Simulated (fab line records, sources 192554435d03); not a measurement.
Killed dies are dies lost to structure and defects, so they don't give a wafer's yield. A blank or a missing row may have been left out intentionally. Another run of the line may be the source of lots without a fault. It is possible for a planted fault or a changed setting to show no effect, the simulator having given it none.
Matching of chambers :: flow n5 finfet :: N5_FIN_SAQP_MANDREL_ETCH_58 on rie si-03 has 4 sister chambers
The step etches a-Si in HBr/Cl2, stops on SiNx, target depth 45 nm, bt time 10 s, time 27 s. 15 wafers are shown with their chamber, then 7 later ones without.

== WAFERS WITH THEIR CHAMBER ==
wafer: L141.1
chamber: 1
drypump motor current A (A): 6.3
throttle valve pct (%): 35.53
oes product au (a.u.): 0.683

wafer: L141.2
chamber: 2
drypump motor current A (A): 5.3
throttle valve pct (%): 35.36
oes product au (a.u.): 0.678

wafer: L141.6
chamber: 1
drypump motor current A (A): 6.3
throttle valve pct (%): 35.50
oes product au (a.u.): 0.704

wafer: L143.1
chamber: 1
drypump motor current A (A): 6.2
throttle valve pct (%): 35.52
oes product au (a.u.): 0.687

wafer: L143.2
chamber: 3
drypump motor current A (A): 4.9
throttle valve pct (%): 35.45
oes product au (a.u.): 0.700

wafer: L143.4
chamber: 0
drypump motor current A (A): 5.3
throttle valve pct (%): 35.85
oes product au (a.u.): 0.710

wafer: L147.3
chamber: 3
drypump motor current A (A): 4.9
throttle valve pct (%): 35.44
oes product au (a.u.): 0.699

wafer: L147.5
chamber: 1
drypump motor current A (A): 6.3
throttle valve pct (%): 35.52
oes product au (a.u.): 0.687

wafer: L148.1
chamber: 3
drypump motor current A (A): 4.9
throttle valve pct (%): 35.44
oes product au (a.u.): 0.702

wafer: L148.5
chamber: 0
drypump motor current A (A): 5.3
throttle valve pct (%): 35.82
oes product au (a.u.): 0.718

wafer: L161.2
chamber: 3
drypump motor current A (A): 4.9
throttle valve pct (%): 35.45
oes product au (a.u.): 0.705

wafer: L161.3
chamber: 2
drypump motor current A (A): 5.3
throttle valve pct (%): 35.35
oes product au (a.u.): 0.689

wafer: L161.5
chamber: 0
drypump motor current A (A): 5.3
throttle valve pct (%): 35.83
oes product au (a.u.): 0.714

wafer: L162.3
chamber: 1
drypump motor current A (A): 6.3
throttle valve pct (%): 35.52
oes product au (a.u.): 0.692

wafer: L162.4
chamber: 2
drypump motor current A (A): 5.3
throttle valve pct (%): 35.35
oes product au (a.u.): 0.692

SIGNATURES, as means of the wafers listed above
reading: drypump motor current A
chamber 0: 5.300
chamber 1: 6.280
chamber 2: 5.300
chamber 3: 4.900
scatter within a chamber: 0.027

reading: throttle valve pct
chamber 0: 35.8333
chamber 1: 35.5180
chamber 2: 35.3533
chamber 3: 35.4450
scatter within a chamber: 0.0101

reading: oes product au
chamber 0: 0.71400
chamber 1: 0.69060
chamber 2: 0.68633
chamber 3: 0.70150
scatter within a chamber: 0.00623
Rule: distance of a wafer from a chamber = root of the sum over the readings of ((wafer's reading minus chamber's mean) / reading's scatter) squared. The wafer belongs to the nearest chamber; if the next one is less than 2 further off, it can't be placed. The scatter: take each reading less its chamber's mean, square it, sum over the shown wafers, divide by the number of wafers less the number of chambers, and take the root.

== WAFERS WITHOUT THEIR CHAMBER ==
wafer: L162.5
drypump motor current A (A): 6.3
throttle valve pct (%): 35.52
oes product au (a.u.): 0.693

wafer: L163.3
drypump motor current A (A): 4.9
throttle valve pct (%): 35.44
oes product au (a.u.): 0.694

wafer: L163.4
drypump motor current A (A): 6.3
throttle valve pct (%): 35.52
oes product au (a.u.): 0.690

wafer: L163.5
drypump motor current A (A): 6.3
throttle valve pct (%): 35.52
oes product au (a.u.): 0.693

wafer: L164.1
drypump motor current A (A): 5.3
throttle valve pct (%): 35.84
oes product au (a.u.): 0.721

wafer: L164.2
drypump motor current A (A): 6.3
throttle valve pct (%): 35.51
oes product au (a.u.): 0.697

wafer: L164.3
drypump motor current A (A): 4.9
throttle valve pct (%): 35.46
oes product au (a.u.): 0.700

== EACH ONE'S CHAMBER ==
wafer: L162.5
from the rows above: 1
in truth: 1

wafer: L163.3
from the rows above: 3
in truth: 3

wafer: L163.4
from the rows above: 1
in truth: 1

wafer: L163.5
from the rows above: 1
in truth: 1

wafer: L164.1
from the rows above: 0
in truth: 0

wafer: L164.2
from the rows above: 1
in truth: 1

wafer: L164.3
from the rows above: 3
in truth: 3
7 of 7 placed correctly. Number that these rows cannot place: 0. Number placed wrongly: 0.
